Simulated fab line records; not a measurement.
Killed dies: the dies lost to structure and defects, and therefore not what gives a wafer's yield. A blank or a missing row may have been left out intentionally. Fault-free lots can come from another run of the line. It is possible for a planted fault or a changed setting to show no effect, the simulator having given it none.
fab line records	flow n5-finfet
record: lots: 10	wafers: 28	last-day: 18
route steps=1938 shown STI_FIN_REVEAL@184 DUMMY_GATE@214 BEOL_M4@1111
lots untouched by any fault: they come from a run of this same line in which no faults occurred
start-h: hours from the record's first day to the start of the lot's first wafer shown	wait-h: how many hours have passed since the lot's step before this one	" same as the row above	L1.1+2: one row covering several wafers at once	- value missing, or start not given	* or withheld: withheld	< > ~ a bound
route shown NAME@n: a module of which the file shows steps, and the number in the route of the first	usual: the fault-free wafers' mean and standard deviation	same: alike in all rows	chamber/n: place in a boat	sites: the reading at each site	_std_site: standard deviation across them	_edge_site: the outer-site mean with the inner-site mean subtracted	radius-mm: for every site, how far away it sits from the centre of the wafer	mask NAME#n: copy n	behind: the last tool/chamber to shape the wafer	hold: what put the lot on hold/how long, in hours/how the hold closed	device: names the non-switching transistor (n, p or np)	end of line: the same wafers' tests at the end of the route	where a step has no rows: the recipe by itself	killed: the dies lost at the first sort to structure and to defects; this is not the yield of the wafer	map: per-die view of a wafer (x killed, . not killed, _ where there is no die)
set.NAME: the setting as run; set.NAME@STEP: as run at that earlier step	model.NAME: the simulator's own value behind a step, which no gauge read
a sample of lots followed through the steps of the route, with each step as a table and each wafer as a row
services: when a tool's chamber went out of use (start-h, in hours from the record's first day, below 0 if earlier), for how many hours, and the reason
== steps ==
step: N5_STI_FIN_REVEAL_ALD_14
recipe: material: Si3N4	target-thk-a: 30	temp-c: 400	ald-precursor-family: SiH2I2	ald-co-reactant: N2/H2-plasma	pressure-torr: 2
usual: heater-power-w: 880/69
lot.wafer	tool	chamber	start-h	wait-h	heater-power-w
L362.2	ald-sin-01	2	29.61	0.0	911
L362.4	"	1	"	"	827
L362.6	"	0	"	"	872
L364.3	ald-sin-04	0	42.03	0.0	937
L364.5	"	0	"	"	936
L364.6	"	1	"	"	764
L367.1	ald-sin-01	1	58.55	0.0	820
L367.3	"	3	"	"	990
L367.4	"	2	"	"	912
L369.3	ald-sin-04	3	71.07	0.0	859
L369.5	"	3	"	"	846
L369.6	"	0	"	"	936
L370.4	ald-sin-03	0	76.21	0.0	973
L370.5	"	1	"	"	799
L370.6	"	0	"	"	972
L373.2	ald-sin-04	2	94.45	0.0	891
L373.3	"	0	"	"	944
L373.5	"	1	"	"	750
L381.2	ald-sin-01	0	142.84	0.0	867
L381.5	"	3	"	"	978
L383.1	ald-sin-03	3	155.49	0.0	938
L383.4	"	1	"	"	808
L383.5	"	2	"	"	892
L384.1	ald-sin-04	2	160.90	0.0	875
L384.2	"	0	"	"	942
L384.5	"	3	"	"	852
L385.2	ald-sin-01	2	166.88	0.0	848
L385.5	"	2	"	"	874
step: N5_STI_FIN_REVEAL_RECESS_09
recipe: chemistry: HF/NH3	target: SiO2	afs-cycles: 11	target-depth-a: 425	temp-c: 30	sublimation-temp-c: 180	sublimation-time-s: 60
usual: drypump-motor-current-A: 6.23/0.23	sublimation-temp-c: 180.02/0.16
lot.wafer	tool	chamber	start-h	wait-h	drypump-motor-current-A	sublimation-temp-c
L362.2	vapor-etch-01	1	35.57	0.0	6.53	179.95
L362.4	"	0	"	"	6.23	180.37
L362.6	"	0	"	"	6.22	180.29
L364.3	vapor-etch-02	1	49.36	0.6	6.28	179.98
L364.5	"	0	"	"	5.91	180.11
L364.6	"	1	"	"	6.28	179.66
L367.1	vapor-etch-02	0	65.21	0.0	5.91	179.86
L367.3	"	1	"	"	6.26	179.94
L367.4	"	0	"	"	5.89	180.13
L369.3	vapor-etch-02	0	77.61	0.6	5.89	179.88
L369.5	"	0	"	"	5.91	180.05
L369.6	"	1	"	"	6.30	179.99
L370.4	vapor-etch-01	1	82.95	0.6	6.56	180.35
L370.5	"	1	"	"	6.55	179.85
L370.6	"	0	"	"	6.21	180.11
L373.2	vapor-etch-02	1	101.07	0.0	6.27	180.04
L373.3	"	1	"	"	6.28	180.31
L373.5	"	1	"	"	6.26	180.04
L381.2	vapor-etch-02	1	148.91	0.0	6.29	180.20
L381.5	"	1	149.97	1.1	6.30	180.34
L383.1	vapor-etch-01	0	161.54	0.0	6.18	179.97
L383.4	"	1	"	"	6.56	179.89
L383.5	"	1	"	"	6.60	179.86
L384.1	vapor-etch-02	1	166.74	0.0	6.30	179.83
L384.2	"	0	"	"	5.88	180.01
L384.5	"	0	167.80	1.1	5.89	180.10
L385.2	vapor-etch-02	1	173.30	0.0	6.27	180.24
L385.5	"	0	174.36	1.1	5.90	179.53
step: N5_STI_FIN_REVEAL_OXIDATION_33
recipe: chemistry: O2_PLASMA_REMOTE	temp-c: 150	time-s: 20	pressure-mtorr: 1000	source-power-w: 2000	o2-flow-sccm: 3000
usual: drypump-motor-current-A: 5.61/0.25	heater-power-w: 144/8.2	o2-flow-sccm: 3000/8.8
lot.wafer	tool	chamber	start-h	wait-h	drypump-motor-current-A	heater-power-w	o2-flow-sccm	rf-hours-counter-h
L362.2	plasma-asher-01	1	38.08	0.0	5.88	134	3007	85
L362.4	"	0	"	"	5.36	152	2977	-
L362.6	"	0	"	"	5.36	150	2997	-
L364.3	plasma-asher-01	1	51.51	0.0	5.87	133	2995	-
L364.5	"	0	"	"	5.35	155	3011	-
L364.6	"	1	"	"	5.91	135	2996	-
L367.1	plasma-asher-01	0	67.73	0.0	5.32	152	2988	92
L367.3	"	1	"	"	5.88	136	2999	-
L367.4	"	0	"	"	5.34	152	3005	-
L369.3	plasma-asher-01	1	79.61	0.0	5.88	135	2994	-
L369.5	"	1	"	"	5.89	133	2998	-
L369.6	"	0	"	"	5.37	152	2996	-
L370.4	plasma-asher-01	1	85.05	0.0	5.88	135	2998	-
L370.5	"	1	"	"	5.90	133	3007	-
L370.6	"	0	"	"	5.35	153	2996	-
L373.2	plasma-asher-01	0	103.57	0.0	5.36	153	3009	100
L373.3	"	0	"	"	5.36	146	3001	-
L373.5	"	1	"	"	5.89	136	2992	-
L381.2	plasma-asher-02	1	151.42	0.0	5.79	131	2992	47
L381.5	"	1	"	"	5.72	136	2993	-
L383.1	plasma-asher-01	1	164.27	0.0	5.90	137	2994	115
L383.4	"	1	"	"	5.91	133	2987	-
L383.5	"	0	"	"	5.35	155	3004	-
L384.1	plasma-asher-01	1	169.24	0.0	5.90	134	3002	118
L384.2	"	0	"	"	5.38	152	3012	118
L384.5	"	1	"	"	5.88	138	2997	-
L385.2	plasma-asher-02	0	175.82	0.0	5.33	149	3007	47
L385.5	"	0	"	"	5.31	148	2990	-
step: N5_STI_FIN_REVEAL_FIN_H_MEAS_10
usual: trench-depth-nm: 52.0/0.7
lot.wafer	tool	chamber	start-h	wait-h	trench-depth-nm
L362.2	ocd-02	-	38.27	0.0	51.6
L362.4	"	-	"	"	51.3
L362.6	"	-	"	"	51.8
L364.3	ocd-01	-	51.69	0.0	52.9
L364.5	"	-	"	"	52.9
L364.6	"	-	"	"	53.5
L367.1	ocd-01	-	67.92	0.0	51.5
L367.3	"	-	"	"	52.3
L367.4	"	-	"	"	53.5
L369.3	ocd-02	-	79.79	0.0	52.3
L369.5	"	-	"	"	52.3
L369.6	"	-	"	"	51.5
L370.4	ocd-01	-	85.23	0.0	52.7
L370.5	"	-	"	"	52.3
L370.6	"	-	"	"	52.0
L373.2	ocd-01	-	103.77	0.0	52.2
L373.3	"	-	"	"	53.3
L373.5	"	-	"	"	52.8
L381.2	ocd-02	-	151.61	0.0	52.3
L381.5	"	-	"	"	68.2
L383.1	ocd-01	-	164.46	0.0	52.1
L383.4	"	-	"	"	50.7
L383.5	"	-	"	"	50.2
L384.1	ocd-02	-	169.44	0.0	52.4
L384.2	"	-	"	"	51.8
L384.5	"	-	"	"	67.6
L385.2	ocd-02	-	176.01	0.0	51.4
L385.5	"	-	"	"	67.0
step: N5_DUMMY_GATE_ALD_02
recipe: material: SiO2	target-thk-a: 20	temp-c: 300	ald-precursor-family: BDEAS	ald-co-reactant: O2-plasma	pulse-time-s: 1	pressure-torr: 2
usual: heater-power-w: 488/39	precursor-pulse-height-rel: 1.000/0.02
lot.wafer	tool	chamber	start-h	wait-h	heater-power-w	precursor-pulse-height-rel
L362.2	ald-sin-01	2	38.45	0.0	510	0.973
L362.4	"	1	"	"	466	0.989
L362.6	"	0	"	"	506	1.019
L364.3	ald-sin-03	1	52.28	0.4	439	0.995
L364.5	"	0	"	"	534	1.003
L364.6	"	3	"	"	531	0.986
L367.1	ald-sin-01	3	68.11	0.0	562	1.015
L367.3	"	2	"	"	512	1.001
L367.4	"	0	"	"	493	1.019
L369.3	ald-sin-01	3	80.22	0.3	550	0.988
L369.5	"	0	"	"	489	1.000
L369.6	"	3	"	"	565	0.968
L370.4	ald-sin-02	1	86.04	0.7	469	0.979
L370.5	"	2	"	"	490	1.015
L370.6	"	3	"	"	453	1.001
L373.2	ald-sin-01	3	104.24	0.3	543	0.967
L373.3	"	1	"	"	441	0.985
L373.5	"	1	"	"	428	0.984
L381.2	ald-sin-03	1	152.38	0.6	435	0.962
L381.5	"	1	"	"	442	1.010
L383.1	ald-sin-03	1	165.29	0.7	442	0.992
L383.4	"	0	"	"	538	0.969
L383.5	"	3	"	"	521	0.986
L384.1	ald-sin-03	2	169.62	0.0	482	1.006
L384.2	"	0	"	"	557	1.025
L384.5	"	0	"	"	539	0.993
L385.2	ald-sin-02	0	176.56	0.4	440	1.008
L385.5	"	1	"	"	460	1.004
step: N5_BEOL_M4_RC_MEAS_101
usual: DIBL_N: 36.0/1.8	DIBL_P: 36.3/2.4	IOFF_N: 0.16/0.035	IOFF_P: 0.21/0.036	ION_N: 673/13	ION_P: 461/7.2	SS_N: 71.4/0.6	SS_P: 73.2/0.7	VT_N: 250/4	VT_P: -250.9/2.9
lot.wafer	tool	chamber	start-h	wait-h	DIBL_N[mV/V]	DIBL_P[mV/V]	IOFF_N[nA/um]	IOFF_P[nA/um]	ION_N[uA/um]	ION_P[uA/um]	SS_N[mV/dec]	SS_P[mV/dec]	VT_N[mV]	VT_P[mV]
L362.2	prober-01	0	159.93	0.2	40.9	41.0	0.27	0.32	695	472	72.0	74.4	240	-242.9
L362.4	"	0	"	"	39.8	39.5	0.23	0.29	695	474	72.1	74.1	245	-243.5
L362.6	"	0	"	"	36.5	35.0	0.16	0.23	669	465	71.2	72.4	252	-247.3
L364.3	prober-01	0	191.50	0.3	36.3	37.4	0.17	0.21	683	462	71.5	73.8	248	-249.2
L364.5	"	0	"	"	35.8	37.5	0.16	0.22	672	468	70.7	72.9	250	-247.8
L364.6	"	0	"	"	38.5	40.0	0.23	0.26	702	475	71.8	73.9	245	-246.1
L367.1	prober-02	0	218.00	0.0	32.7	32.6	0.10	0.14	643	446	70.0	71.9	259	-257.7
L367.3	"	0	"	"	34.2	34.1	0.12	0.16	663	453	71.5	72.7	255	-254.1
L367.4	"	0	"	"	35.7	37.3	0.15	0.20	692	471	71.5	73.3	248	-249.6
L370.4	prober-01	0	221.29	0.5	37.1	38.9	0.18	0.20	690	466	70.7	73.9	244	-253.0
L370.5	"	0	"	"	38.0	39.6	0.18	0.22	681	464	71.6	74.2	247	-252.3
L370.6	"	0	"	"	40.5	43.6	0.26	0.29	697	464	72.0	74.2	242	-248.7
L369.3	prober-02	0	223.76	0.3	36.7	37.7	0.18	0.24	675	466	71.9	74.2	250	-244.6
L369.5	"	0	"	"	36.1	36.2	0.16	0.20	673	461	71.7	74.1	252	-250.6
L369.6	"	0	"	"	37.2	37.3	0.17	0.22	670	464	72.3	74.1	252	-246.3
L373.2	prober-01	0	227.39	0.2	35.3	35.9	0.13	0.21	668	464	70.6	73.9	255	-250.9
L373.3	"	0	"	"	34.6	35.0	0.13	0.19	673	473	70.6	73.0	253	-252.9
L373.5	"	0	"	"	32.8	32.3	0.10	0.15	657	458	70.4	71.3	259	-252.3
L381.2	prober-01	0	281.36	0.2	39.2	40.2	0.21	0.26	685	468	71.6	74.1	246	-249.3
L381.5	"	0	"	"	35.4	35.4	0.13	0.19	662	455	71.5	73.3	254	-252.0
L383.1	prober-01	0	316.37	0.0	36.3	34.9	0.15	0.20	679	465	71.5	73.1	246	-251.2
L383.4	"	0	"	"	36.6	36.3	0.15	0.22	671	459	70.9	73.6	249	-251.9
L383.5	"	0	"	"	35.2	33.6	0.13	0.17	661	450	71.0	71.9	250	-253.3
L385.2	prober-01	0	318.44	0.2	37.2	37.1	0.16	0.21	673	457	71.4	73.4	250	-252.4
L385.5	"	0	"	"	39.3	38.0	0.20	0.25	687	464	72.2	73.7	247	-246.7
L384.1	prober-02	0	319.72	0.0	37.5	39.3	0.18	0.24	691	475	71.0	73.8	246	-246.5
L384.2	"	0	"	"	37.7	39.7	0.18	0.25	680	471	72.0	74.1	247	-247.2
L384.5	"	0	"	"	36.6	38.0	0.16	0.23	685	474	71.1	73.4	246	-248.1
== services ==
tool	chamber	start-h	hours	kind
ald-sin-04	0	7.75	-	clean
ald-sin-04	1	7.75	-	clean
ald-sin-04	2	7.75	-	clean
ald-sin-04	3	7.75	-	clean
ald-sin-01	-	8.09	2.8	pm
ald-sin-03	0	37.44	13.2	repair
plasma-asher-02	-	43.71	14.6	pm
vapor-etch-02	-	50.42	2.8	pm
ald-sin-01	-	53.59	0.2	repair
ald-sin-02	3	74.18	2.9	repair
ald-sin-01	-	86.92	14.0	pm
ald-sin-01	0	86.92	14.0	vent-cycle
ald-sin-01	1	86.92	14.0	vent-cycle
ald-sin-01	2	86.92	14.0	vent-cycle
ald-sin-01	3	86.92	14.0	vent-cycle
ald-sin-03	3	88.61	-	calibration
ald-sin-01	0	100.92	-	clean
ald-sin-01	1	100.92	-	clean
ald-sin-01	2	100.92	-	clean
ald-sin-01	3	100.92	-	clean
plasma-asher-02	-	154.00	17.9	repair
plasma-asher-02	-	174.04	0.6	repair
== key ==
first-sign: step: N5_STI_FIN_REVEAL_FIN_H_MEAS_10	reading: trench-depth-nm	direction: up	sigmas: 22	usual: 52.0	struck: 67.6
effect none on later readings
met-at N5_STI_FIN_REVEAL_RECESS_09
struck-lots L381,L384,L385
struck-wafers L381.5,L384.5,L385.5
not-acting-at N5_STI_FIN_REVEAL_ALD_14,N5_STI_FIN_REVEAL_OXIDATION_33,N5_DUMMY_GATE_ALD_02
onset-between 101.07 148.91
fault: kind: process-parameter-drift	tool: vapor-etch-02	chamber: -	onset-h: 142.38	steps: N5_STI_FIN_REVEAL_RECESS_09	channel: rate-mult	offset: 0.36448	shape: step	end-h: 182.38	scope: struck-wafers-only
